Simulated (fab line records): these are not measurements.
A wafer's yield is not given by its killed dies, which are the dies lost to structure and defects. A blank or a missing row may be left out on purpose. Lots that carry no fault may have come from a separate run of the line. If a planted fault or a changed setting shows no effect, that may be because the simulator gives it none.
Which tool was responsible? -- flow n5-finfet -- 27 wafers from 9 lots sampled at 6 of the route's 1938 steps

## WHAT THE GAUGES READ, wafer by wafer
N5_BEOL_M1_CD_MEAS_28: target cd y 23.3 nm. Usual: cd-nm at 23.96 nm, with a standard deviation of 0.26.
lot,measured,on,cd-nm (nm),flag
L959,day 6 14:33,cd-sem-02,24.01 23.67 23.86,
L960,day 6 14:55,cd-sem-02,23.92 24.06 24.32,
L962,day 7 06:47,cd-sem-02,24.05 23.50 23.93,
L963,day 7 06:53,cd-sem-01,23.80 23.69 23.86,
L966,day 8 03:05,cd-sem-01,23.79 23.93 24.07,
L967,day 8 12:49,cd-sem-01,23.97 23.78 23.69,
L968,day 8 21:19,cd-sem-03,24.25 24.15 23.98,
L974,day 10 15:05,cd-sem-02,22.66 23.28 22.79,OFF
L976,day 10 19:39,cd-sem-03,22.98 22.76 22.75,OFF

N5_BEOL_M4_RC_MEAS_101. Usual: DIBL_N 36.2 mV/V, standard deviation 1.6; DIBL_P 36.1 mV/V, standard deviation 2; IOFF_N 0.16 nA/um, standard deviation 0.032; IOFF_P 0.22 nA/um, standard deviation 0.036; ION_N 672 uA/um, standard deviation 11; ION_P 463 uA/um, standard deviation 7.5; SS_N 71.4 mV/dec, standard deviation 0.58; SS_P 73.2 mV/dec, standard deviation 0.67; VT_N 250 mV, standard deviation 3.3; VT_P -250 mV, standard deviation 3.3.
lot,measured,on,DIBL_N (mV/V),DIBL_P (mV/V),IOFF_N (nA/um),IOFF_P (nA/um),ION_N (uA/um),ION_P (uA/um),SS_N (mV/dec),SS_P (mV/dec),VT_N (mV),VT_P (mV),flag
L959,day 8 07:29,prober-01,35.8 33.8 35.6,35.9 32.6 34.7,0.15 0.11 0.15,0.24 0.19 0.22,678 659 672,477 464 470,71.1 70.3 71.3,73.3 72.6 72.8,249 253 248,-246 -251 -247,
L960,day 8 11:39,prober-02,35.8 35.9 38.0,36.9 35.7 39.7,0.15 0.15 0.19,0.22 0.19 0.27,678 664 675,470 457 469,71.6 71.4 72.2,73.6 72.8 74.3,248 249 249,-250 -252 -249,
L962,day 9 05:44,prober-01,38.3 35.9 36.2,35.2 32.5 33.4,0.17 0.13 0.13,0.21 0.18 0.19,679 662 671,465 458 460,71.6 71.3 71.5,73.2 71.8 72.3,248 248 251,-249 -251 -250,
L963,day 9 08:32,prober-01,37.3 36.5 34.3,36.4 34.5 33.2,0.17 0.17 0.13,0.23 0.20 0.18,673 678 668,467 459 457,71.5 71.8 70.1,73.2 72.7 72.1,250 247 249,-247 -249 -250,
L966,day 10 04:14,prober-01,37.7 35.6 35.2,38.2 36.0 35.4,0.22 0.17 0.16,0.30 0.24 0.24,675 685 667,464 471 466,71.6 71.0 70.4,74.1 73.0 73.9,245 245 250,-245 -248 -245,
L967,day 10 08:41,prober-02,37.7 37.3 37.0,37.1 38.2 38.0,0.17 0.16 0.16,0.24 0.26 0.24,675 678 682,471 471 466,71.8 71.5 71.5,73.0 74.0 72.8,247 248 249,-246 -245 -246,
L968,day 10 18:22,prober-02,36.8 36.4 34.8,37.0 36.5 35.0,0.18 0.18 0.15,0.23 0.22 0.21,673 676 676,461 470 465,71.7 71.3 71.6,73.3 73.8 73.7,248 249 248,-250 -251 -248,
L974,day 12 12:28,prober-02,34.2 33.3 36.3,33.8 32.6 36.6,0.13 0.13 0.17,0.18 0.17 0.23,647 657 665,455 459 457,70.6 70.6 72.2,72.7 72.4 73.4,253 251 248,-253 -251 -250,
L976,day 12 22:08,prober-02,34.9 32.7 37.0,35.6 32.1 37.2,0.14 0.12 0.19,0.23 0.18 0.27,668 677 681,463 467 472,71.3 70.6 71.7,73.1 72.5 73.3,253 251 245,-246 -248 -244,

## WHICH TOOL RAN EACH LOT (tool, then ch and the chambers of the sampled wafers, then the start)
lot,N5_BEOL_M0_SPUTTER_141,N5_BEOL_M1_EXPOSE_25,N5_BEOL_M1_ETCH_69,N5_BEOL_M1_ALD_98
L959,"pvd-sputter-03, day 6 09:09","euv-scanner-02 ch 0, day 6 14:24","rie-diel-03 ch 0,1, day 6 14:45","ald-sin-04 ch 1,3, day 6 14:50"
L960,"pvd-sputter-01, day 6 10:50","euv-scanner-01 ch 0, day 6 14:46","rie-diel-05 ch 2,3, day 6 15:05","ald-sin-02 ch 0,3, day 6 15:10"
L962,"pvd-sputter-03, day 7 02:28","euv-scanner-01 ch 0, day 7 06:40","rie-diel-04 ch 2,3, day 7 06:58","ald-sin-04 ch 0,1, day 7 07:02"
L963,"pvd-sputter-02, day 7 02:30","euv-scanner-01 ch 0, day 7 06:44","rie-diel-04 ch 0,1,2, day 7 07:04","ald-sin-04 ch 0,1,3, day 7 07:09"
L966,"pvd-sputter-01, day 7 23:55","euv-scanner-01 ch 0, day 8 02:56","rie-diel-04 ch 0,2,3, day 8 03:16","ald-sin-02 ch 2,3, day 8 03:21"
L967,"pvd-sputter-01, day 8 07:46","euv-scanner-02 ch 0, day 8 12:41","rie-diel-05 ch 2,3, day 8 13:06","ald-sin-04 ch 0,2,3, day 8 13:49"
L968,"pvd-sputter-03, day 8 18:26","euv-scanner-01 ch 0, day 8 21:11","rie-diel-05 ch 2,3, day 8 21:30","ald-sin-04 ch 0,1,2, day 8 21:58"
L974,"pvd-sputter-02, day 10 11:39","euv-scanner-01 ch 0, day 10 14:56","rie-diel-04 ch 0,1,2, day 10 15:16","ald-sin-01 ch 0,1,2, day 10 15:20"
L976,"pvd-sputter-02, day 10 16:23","euv-scanner-01 ch 0, day 10 19:30","rie-diel-04 ch 0,1,2, day 10 19:49","ald-sin-02 ch 1,2,3, day 10 20:02"
- N5_BEOL_M0_SPUTTER_141: material Cu, target thk 4 nm, time 7.37 s.
- N5_BEOL_M1_EXPOSE_25: exposes mask V0, defocus 5 nm, target cd 24 nm.
- N5_BEOL_M1_ETCH_69: etches SiARC in CF4, target depth 15.6 nm, time 26 s.
- N5_BEOL_M1_ALD_98: deposits SiO2, target thk 2.5 nm, pulse time 1 s, co reactant pulse time 1 s.

## WHAT THE TOOLS THEMSELVES READ (means of the sampled wafers that have a number; where no wafer has one, the mark that the record gives instead)
N5_BEOL_M0_SPUTTER_141. Usual: susceptor-temp-C -19.99 C, standard deviation 0.1; throttle-valve-pct 30.2 %, standard deviation 1.
lot,tool,susceptor-temp-C (C),throttle-valve-pct (%),flag
L959,pvd-sputter-03,-19.95,30.4,
L960,pvd-sputter-01,-20.02,30.8,
L962,pvd-sputter-03,-20.07,31.5,
L963,pvd-sputter-02,-20.00,29.2,
L966,pvd-sputter-01,-19.98,31.5,
L967,pvd-sputter-01,-19.98,30.5,
L968,pvd-sputter-03,-20.11,29.9,
L974,pvd-sputter-02,-20.01,29.4,
L976,pvd-sputter-02,-20.02,29.2,

N5_BEOL_M1_EXPOSE_25. Usual: exposure-dose-mJ-cm2 at 62.99, with a standard deviation of 0.064.
lot,tool,exposure-dose-mJ-cm2,flag
L959,euv-scanner-02,63.00,
L960,euv-scanner-01,63.00,
L962,euv-scanner-01,62.99,
L963,euv-scanner-01,62.98,
L966,euv-scanner-01,62.98,
L967,euv-scanner-02,63.00,
L968,euv-scanner-01,63.14,
L974,euv-scanner-01,59.69,OFF
L976,euv-scanner-01,59.71,OFF

N5_BEOL_M1_ETCH_69. Usual: drypump-motor-current-A 5.7 A, standard deviation 0.46; etch-rf-on-time-s 26.0 s, standard deviation 0.65; oes-product-au 0.63 a.u., standard deviation 0.046; rf-vpp-V 183.9 V, standard deviation 0.98; showerhead-plenum-p-Torr 2.13 Torr, standard deviation 0.051; throttle-valve-pct 15.71 %, standard deviation 0.14.
lot,tool,drypump-motor-current-A (A),etch-rf-on-time-s (s),oes-product-au (a.u.),rf-vpp-V (V),showerhead-plenum-p-Torr (Torr),throttle-valve-pct (%),flag
L959,rie-diel-03,5.4,26.5,0.71,184.0,2.12,15.56,
L960,rie-diel-05,5.6,26.1,0.64,184.7,2.13,15.61,
L962,rie-diel-04,6.1,25.8,0.59,182.7,2.06,15.68,
L963,rie-diel-04,6.1,25.6,0.63,183.4,2.11,15.73,
L966,rie-diel-04,5.9,25.8,0.60,183.0,2.10,15.72,
L967,rie-diel-05,5.4,26.3,0.63,183.6,2.13,15.58,
L968,rie-diel-05,5.4,26.6,0.63,183.8,2.13,15.57,
L974,rie-diel-04,6.1,26.1,0.62,183.8,2.11,15.77,
L976,rie-diel-04,6.1,25.6,0.62,184.0,2.10,15.77,

N5_BEOL_M1_ALD_98. Usual: heater-power-w 76 W, standard deviation 4.5; precursor-pulse-height-rel 0.998, standard deviation 0.02; susceptor-temp-C 100.01 C, standard deviation 0.14.
lot,tool,heater-power-w (W),precursor-pulse-height-rel,susceptor-temp-C (C),flag
L959,ald-sin-04,76,1.020,99.84,
L960,ald-sin-02,82,0.996,99.86,
L962,ald-sin-04,74,0.986,99.88,
L963,ald-sin-04,76,0.997,99.96,
L966,ald-sin-02,74,0.997,100.02,
L967,ald-sin-04,76,0.991,100.09,
L968,ald-sin-04,75,0.984,100.00,
L974,ald-sin-01,79,0.997,100.20,
L976,ald-sin-02,74,1.018,100.04,

## THE ANSWER, worked out from the rows above alone
Rule: take the mean of a lot's wafers that have a number; if it is more than 3 standard deviations from the usual mean, the lot is off. Also off: a lot with no number at a reading for which 4 or more lots have one. Where the step has rows for the other lots, those lots are counted as sound. First the gauges in route order, then the tools' own readings, where a lot's mean is used as printed above. At the first step where some lot is off, the reading lying furthest off is the one used; lots without a number count as furthest.
Off at N5_BEOL_M1_CD_MEAS_28 (cd-nm): L974, L976.
If a tool, at a process step before that reading, ran all the lots that are off and no sound lot after the first of them, it fits. The gauges at N5_BEOL_M1_CD_MEAS_28 aren't tried: what is off there is off at N5_BEOL_M1_EXPOSE_25 too, on other tools, and a gauge's error can't cause that. This does not decide it: 2 tools fit, namely pvd-sputter-02 at N5_BEOL_M0_SPUTTER_141 and euv-scanner-01 at N5_BEOL_M1_EXPOSE_25.

## WHAT WAS PUT IN BY THE SIMULATOR
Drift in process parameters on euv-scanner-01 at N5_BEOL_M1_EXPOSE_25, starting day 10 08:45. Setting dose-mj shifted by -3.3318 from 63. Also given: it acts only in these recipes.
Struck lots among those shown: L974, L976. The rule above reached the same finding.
